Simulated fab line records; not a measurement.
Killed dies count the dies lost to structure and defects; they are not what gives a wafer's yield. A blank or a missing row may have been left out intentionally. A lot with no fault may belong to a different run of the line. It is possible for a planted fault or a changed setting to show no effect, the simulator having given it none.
Which tool was responsible? -- flow nandHarc -- 36 wafers from 12 lots sampled at 5 of the route's 1302 steps

== WHAT THE GAUGES READ, wafer by wafer ==
NHARC_END_SORT_01. Usual: defectLimitedYield 91.4 %, standard deviation 2.7; killedAtArray 53, standard deviation 18; killedAtOther 1.0, standard deviation 1.2; killedAtPeriphery 3.6, standard deviation 2.4; killedDies 58, standard deviation 18; killedOpen 3.4, standard deviation 1.8; killedShort 2.3, standard deviation 1.5; sort_bin_2_pct 3.1 %, standard deviation 1.2; sort_bin_3_pct 0.7 %, standard deviation 0.39; sort_bin_4_pct 4.8 %, standard deviation 1.6; sortNPass 619, standard deviation 18; sortRimYieldPct 88 %, standard deviation 4.1; sortYieldPct 91.4 %, standard deviation 2.7.
lot,measured,on,defectLimitedYield (%),killedAtArray,killedAtOther,killedAtPeriphery,killedDies,killedOpen,killedShort,sort_bin_2_pct (%),sort_bin_3_pct (%),sort_bin_4_pct (%),sortNPass,sortRimYieldPct (%),sortYieldPct (%),flag
L488,day 26 19:24,prober-02,0 0 0,673 672 670,3 3 2,1 2 5,677 677 677,2 3 4,1 5 4,96.8 95.6 95.1,0.6 0 0.9,2.7 4.4 4.0,0 0 0,0 0 0,0 0 0,OFF
L487,day 27 06:40,prober-01,0 0 0,672 677 671,4 0 1,1 0 5,677 677 677,1 4 1,3 0 3,93.6 94.8 93.9,0.9 0.6 0.6,5.5 4.6 5.5,0 0 0,0 0 0,0 0 0,OFF

== WHICH TOOL RAN EACH LOT (tool, then ch and the chambers of the sampled wafers, then the start) ==
lot,NHARC_A_BONDPAD_STRIP_15,NHARC_A_BONDPAD_PRE_CLEAN_26,NHARC_A_BONDPAD_PVD_17,NHARC_A_BONDPAD_PVD_27
L483,"rieDiel-09 ch 1,2,3, day 23 13:20","pvdSputter-02, no start","pvdSputter-02, no start","pvdSputter-02, no start"
L484,"rieDiel-09 ch 0,2,3, day 23 14:22","pvdSputter-02, no start","pvdSputter-02, no start","pvdSputter-02, no start"
L488,"rieDiel-09 ch 0,1,3, day 25 07:32","pvdSputter-03, day 26 19:24 or earlier","pvdSputter-03, day 26 19:24 or earlier","pvdSputter-03, day 26 19:24 or earlier"
L487,"rieDiel-09 ch 0,1, day 25 22:02","pvdSputter-03, day 27 06:40 or earlier","pvdSputter-03, day 27 06:40 or earlier","pvdSputter-03, day 27 06:40 or earlier"
L490,"rieDiel-12 ch 0,1,3, day 26 03:16","pvdSputter-02, no start","pvdSputter-02, no start","pvdSputter-02, no start"
L496,"rieDiel-09 ch 0,2,3, day 28 06:41","pvdSputter-02, no start","pvdSputter-02, no start","pvdSputter-02, no start"
L498,"rieDiel-09 ch 0,1,2, day 29 13:30","pvdSputter-03, no start","pvdSputter-03, no start","pvdSputter-03, no start"
L500,"rieDiel-09 ch 0,1, day 30 07:40","pvdSputter-01, no start","pvdSputter-01, no start","pvdSputter-01, no start"
L505,"rieDiel-05 ch 2, day 31 11:22","pvdSputter-02, no start","pvdSputter-02, no start","pvdSputter-02, no start"
L503,"rieDiel-05 ch 1,2, day 31 11:41","pvdSputter-01, no start","pvdSputter-01, no start","pvdSputter-01, no start"
L504,"rieDiel-09 ch 0,2,3, day 31 16:56","pvdSputter-01, no start","pvdSputter-01, no start","pvdSputter-01, no start"
L506,"rieDiel-09 ch 0,1,2, day 33 04:31","pvdSputter-01, no start","pvdSputter-01, no start","pvdSputter-01, no start"
- NHARC_A_BONDPAD_STRIP_15: strips in O2.
- NHARC_A_BONDPAD_PRE_CLEAN_26: time 30 s.
- NHARC_A_BONDPAD_PVD_17: deposits TaN, target thk 5 nm, time 8.06 s.
- NHARC_A_BONDPAD_PVD_27: deposits Cu, target thk 30 nm, time 20.49 s.

== WHAT THE TOOLS THEMSELVES READ (means of the sampled wafers that have a number; where no wafer has one, the mark that the record gives instead) ==
NHARC_A_BONDPAD_STRIP_15. Usual: chamberPressureMTorr 60.00 mTorr, standard deviation 0.054; drypumpMotorCurrentA 5.96 A, standard deviation 0.26; oesProductAu 0.995 a.u., standard deviation 0.012; rfVppV 57.8 V, standard deviation 0.76; showerheadPlenumPTorr 3.48 Torr, standard deviation 0.11; throttleValvePct 17.037 %, standard deviation 0.0097.
lot,tool,chamberPressureMTorr (mTorr),drypumpMotorCurrentA (A),oesProductAu (a.u.),rfVppV (V),showerheadPlenumPTorr (Torr),throttleValvePct (%),flag
L483,rieDiel-09,60.00,6.11,1.002,57.4,3.43,17.042,
L484,rieDiel-09,60.00,5.91,1.000,57.8,3.48,17.037,
L488,rieDiel-09,-,-,-,-,-,-,OFF
L487,rieDiel-09,-,-,-,-,-,-,OFF
L490,rieDiel-12,59.99,5.72,1.004,58.3,3.44,17.042,
L496,rieDiel-09,60.04,5.91,0.987,57.7,3.47,17.040,
L498,rieDiel-09,59.96,5.94,1.005,58.5,3.46,17.043,
L500,rieDiel-09,59.98,6.09,1.005,57.9,3.47,17.034,
L505,rieDiel-05,59.99,5.83,0.997,57.7,3.42,17.027,
L503,rieDiel-05,59.98,5.97,0.990,57.8,3.50,17.031,
L504,rieDiel-09,59.99,5.91,0.989,57.6,3.47,17.036,
L506,rieDiel-09,59.97,5.93,0.998,57.3,3.46,17.031,

NHARC_A_BONDPAD_PRE_CLEAN_26. Usual: heaterPowerW reads 387 W (standard deviation 39).
lot,tool,heaterPowerW (W),flag
L483,pvdSputter-02,369,
L484,pvdSputter-02,391,
L488,pvdSputter-03,400,
L487,pvdSputter-03,398,
L490,pvdSputter-02,359,
L496,pvdSputter-02,373,
L498,pvdSputter-03,361,
L500,pvdSputter-01,375,
L505,pvdSputter-02,382,
L503,pvdSputter-01,380,
L504,pvdSputter-01,408,
L506,pvdSputter-01,379,

NHARC_A_BONDPAD_PVD_17. Usual: throttleValvePct reads 30.0 % (standard deviation 0.9).
lot,tool,throttleValvePct (%),flag
L483,pvdSputter-02,29.5,
L484,pvdSputter-02,29.7,
L488,pvdSputter-03,29.5,
L487,pvdSputter-03,29.6,
L490,pvdSputter-02,30.5,
L496,pvdSputter-02,30.6,
L498,pvdSputter-03,28.9,
L500,pvdSputter-01,30.1,
L505,pvdSputter-02,30.3,
L503,pvdSputter-01,30.2,
L504,pvdSputter-01,30.7,
L506,pvdSputter-01,30.7,

NHARC_A_BONDPAD_PVD_27. Usual: throttleValvePct reads 30.1 % (standard deviation 0.91).
lot,tool,throttleValvePct (%),flag
L483,pvdSputter-02,30.4,
L484,pvdSputter-02,30.0,
L488,pvdSputter-03,30.0,
L487,pvdSputter-03,30.1,
L490,pvdSputter-02,29.6,
L496,pvdSputter-02,30.9,
L498,pvdSputter-03,30.0,
L500,pvdSputter-01,30.3,
L505,pvdSputter-02,30.0,
L503,pvdSputter-01,30.6,
L504,pvdSputter-01,30.6,
L506,pvdSputter-01,31.3,

== THE ANSWER, worked out from the rows above alone ==
Rule: take the mean of a lot's wafers that have a number; if it is more than 3 standard deviations from the usual mean, the lot is off. A lot without any number at a reading at which 4 lots or more have one is off too. Where the step has rows for the other lots, those lots are counted as sound. Order of review: gauges by route order, followed by the tools' own readings, for which a lot's mean as printed above is used. At the first step where some lot is off, the reading lying furthest off is the one used; lots without a number count as furthest.
Off: L488, L487, at NHARC_END_SORT_01 (sort_bin_2_pct). Neither off nor sound, because the step has no rows for them: L483, L484, L490, L496, L498, L500, L505, L503, L504, L506.
A tool fits if, at a process step before that reading, it ran every lot that is off, and no sound lot after the first of them. The gauges at NHARC_END_SORT_01 aren't tried: what is off there is off at NHARC_A_BONDPAD_STRIP_15 too, on other tools, and a gauge's error can't cause that. With no start given for some of its lots, NHARC_A_BONDPAD_PRE_CLEAN_26 uses the hours and lot order of NHARC_END_SORT_01. With no start given for some of its lots, NHARC_A_BONDPAD_PVD_17 uses the hours and lot order of NHARC_END_SORT_01. With no start given for some of its lots, NHARC_A_BONDPAD_PVD_27 uses the hours and lot order of NHARC_END_SORT_01. Undecided on this evidence; 2 tools fit (rieDiel-09 at NHARC_A_BONDPAD_STRIP_15, pvdSputter-03 at NHARC_A_BONDPAD_PRE_CLEAN_26 and NHARC_A_BONDPAD_PVD_17 and NHARC_A_BONDPAD_PVD_27).

== WHAT THE SIMULATOR HAD PUT IN ==
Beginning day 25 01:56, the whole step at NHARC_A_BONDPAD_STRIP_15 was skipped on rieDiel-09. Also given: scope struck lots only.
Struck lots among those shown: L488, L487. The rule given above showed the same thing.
